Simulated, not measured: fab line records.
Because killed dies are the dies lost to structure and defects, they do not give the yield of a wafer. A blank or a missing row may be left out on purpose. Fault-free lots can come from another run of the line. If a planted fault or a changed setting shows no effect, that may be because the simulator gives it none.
Split-lot study ; flow n5 finfet ; 21 wafers read from 7 lots, route of 1938 steps

== ABOUT THE SPLIT ==
At N5_BEOL_M10_ETCH_41 (etches SiCN in CH3F/O2, target depth 42.6 nm, time 86 s), the setting source w was moved away from the recipe's 395 W on 8 of the 21 wafers read, by -17.0% to -10.0%. All remaining wafers had this setting at the recipe value.

Reading taken at the split's own step.

== THE READING ==
rf vpp V, in V, at N5_BEOL_M10_ETCH_41 (etches SiCN in CH3F/O2, target depth 42.6 nm, time 86 s). A value of 297.1 V with a standard deviation of 1.3 V is what fault-free wafers of this fab line usually give.

wafer;tool, chamber at the split;source w as run, W;against the recipe;rf vpp V, V;against lot-mates on the recipe
L077.1;rie diel-04, 2;395;recipe;296.9;-
L077.2;rie diel-04, 1;343.7;-13.0%;314.1;+17.2
L077.3;rie diel-04, 0;343.7;-13.0%;311.6;+14.7
L079.3;rie diel-01, 0;395;recipe;298.8;-
L079.4;rie diel-01, 3;395;recipe;297.0;-
L079.6;rie diel-01, 3;395;recipe;295.0;-
L082.2;rie diel-01, 0;395;recipe;298.5;-
L082.3;rie diel-01, 3;395;recipe;299.0;-
L082.4;rie diel-01, 2;395;recipe;297.2;-
L084.1;rie diel-04, 0;355.4;-10.0%;307.2;+8.6
L084.4;rie diel-04, 1;395;recipe;299.8;-
L084.5;rie diel-04, 2;395;recipe;297.4;-
L085.1;rie diel-04, 0;344.6;-12.8%;310.3;+14.7
L085.4;rie diel-04, 0;395;recipe;295.6;-
L085.5;rie diel-04, 2;344.6;-12.8%;311.4;+15.8
L087.2;rie diel-02, 3;395;recipe;297.0;-
L087.3;rie diel-02, 1;395;recipe;294.7;-
L087.4;rie diel-02, 0;334.9;-15.2%;314.6;+18.8
L097.3;rie diel-02, 2;327.8;-17.0%;314.7;+17.6
L097.5;rie diel-02, 0;395;recipe;297.1;-
L097.6;rie diel-02, 1;327.8;-17.0%;314.9;+17.8

FIT RESULTS
A straight line over all 21 wafers: rf vpp V changes by -1.09 V for each +1% of source w; r = -0.98; the points scatter about the line by 1.4 V.
The same after taking each lot's own level away (the mean of its wafers on the recipe; 21 wafers): -1.13 V for each +1%; r = -0.99; scatter 1.4 V.
According to that fit, moving source w by its largest amount changes the reading by 19 V.
The lots' own levels span 295.60 to 298.60 V, that is 2.3 times the standard deviation above.
Consequently the slope shifts little with the lot-to-lot level, the two slopes agreeing.
Check: +19.6 V against its lot-mates is what the line predicts for one of the wafers moved furthest among these (-17.0%) when that wafer is left out of the fit. It came out at +17.6 V against them.
Tool readings at the split's step, against how far the setting was moved: rf vpp V r = -0.98.

== OTHER SPLITS ON THESE WAFERS ==
Other splits were also applied to these wafers ahead of the reading. Each is held against what the fit with the lots' levels taken away leaves over:
other split on the same wafers;wafers away from the commonest value;r with rf vpp V (lot level and that fit taken away)
N5_BEOL_M9_DESCUM_16 time s;8;-0.38
N5_BEOL_M10_COAT_63 spin rpm;9;-0.44
N5_BEOL_M10_COAT_64 spin rpm;7;+0.24

== THE FILE'S OWN FIT ==
rf vpp V changes by -1.13 V for each +1% of source w, r = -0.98.
